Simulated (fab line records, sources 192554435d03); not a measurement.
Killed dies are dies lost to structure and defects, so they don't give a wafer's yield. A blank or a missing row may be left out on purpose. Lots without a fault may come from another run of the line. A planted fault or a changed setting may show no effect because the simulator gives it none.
Chamber matching | flow n5_finfet | N5_DUMMY_GATE_ETCH_36 on rie_diel-03: 4 sister chambers
The step etches SiARC in CF4, target depth 13 nm. 16 wafers are shown with their chamber, then 8 later ones without.

WAFERS WITH THEIR CHAMBER
wafer  | chamber | showerhead_plenum_p_Torr (Torr) | throttle_valve_pct (%) | rf_vpp_V (V)
L079.1 | 2       | 2.19                            | 15.44                  | 185.1
L079.5 | 2       | 2.19                            | 15.45                  | 184.5
L079.6 | 1       | 2.12                            | 16.07                  | 181.4
L080.2 | 1       | 2.12                            | 16.07                  | 182.9
L080.5 | 3       | 2.17                            | 15.74                  | 184.9
L080.6 | 2       | 2.19                            | 15.45                  | 184.9
L087.2 | 3       | 2.17                            | 15.75                  | 184.0
L087.4 | 2       | 2.19                            | 15.48                  | 184.0
L087.5 | 0       | 2.09                            | 15.61                  | 183.8
L088.1 | 3       | 2.17                            | 15.76                  | 183.9
L088.2 | 0       | 2.09                            | 15.62                  | 182.5
L088.3 | 2       | 2.19                            | 15.48                  | 184.7
L092.1 | 1       | 2.12                            | 15.62                  | 184.0
L092.4 | 3       | 2.16                            | 15.79                  | 184.6
L092.5 | 1       | 2.12                            | 15.63                  | 185.4
L094.1 | 0       | 2.09                            | 15.08                  | 184.8

SIGNATURES (means of the wafers above)
reading                  | chamber 0 | chamber 1 | chamber 2 | chamber 3 | scatter within a chamber
showerhead_plenum_p_Torr | 2.0900    | 2.1200    | 2.1900    | 2.1675    | 0.0025
throttle_valve_pct       | 15.4367   | 15.8475   | 15.4600   | 15.7600   | 0.181
rf_vpp_V                 | 183.700   | 183.425   | 184.640   | 184.350   | 1.03
Rule: a wafer's distance from a chamber is the root of the sum, over the readings, of the square of ((its reading less the chamber's mean) divided by the reading's scatter). The wafer belongs to the nearest chamber; if the next one is less than 2 further off, it can't be placed. The scatter: the root of (the sum of the squares of (reading less its chamber's mean) over the shown wafers, divided by (wafers less chambers)).

WAFERS WITHOUT THEIR CHAMBER
wafer  | showerhead_plenum_p_Torr (Torr) | throttle_valve_pct (%) | rf_vpp_V (V)
L094.4 | 2.18                            | 15.51                  | 186.4
L094.5 | 2.18                            | 15.49                  | 184.9
L095.1 | 2.11                            | 15.65                  | 183.6
L095.3 | 2.16                            | 15.79                  | 183.5
L095.5 | 2.18                            | 15.48                  | 184.1
L097.2 | 2.09                            | 15.11                  | 183.1
L097.3 | 2.16                            | 15.83                  | 184.1
L097.5 | 2.18                            | 15.51                  | 184.8

WHICH CHAMBER EACH WENT THROUGH
wafer  | from the rows above     | in truth
L094.4 | can't be placed: 2 or 3 | 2
L094.5 | can't be placed: 2 or 3 | 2
L095.1 | 1                       | 1
L095.3 | 3                       | 3
L095.5 | can't be placed: 2 or 3 | 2
L097.2 | 0                       | 0
L097.3 | 3                       | 3
L097.5 | can't be placed: 2 or 3 | 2
Placed correctly: 4 of 8. Can't be placed from these rows: 4 (the true chamber is among the candidates in 4). Placed wrongly: 0.
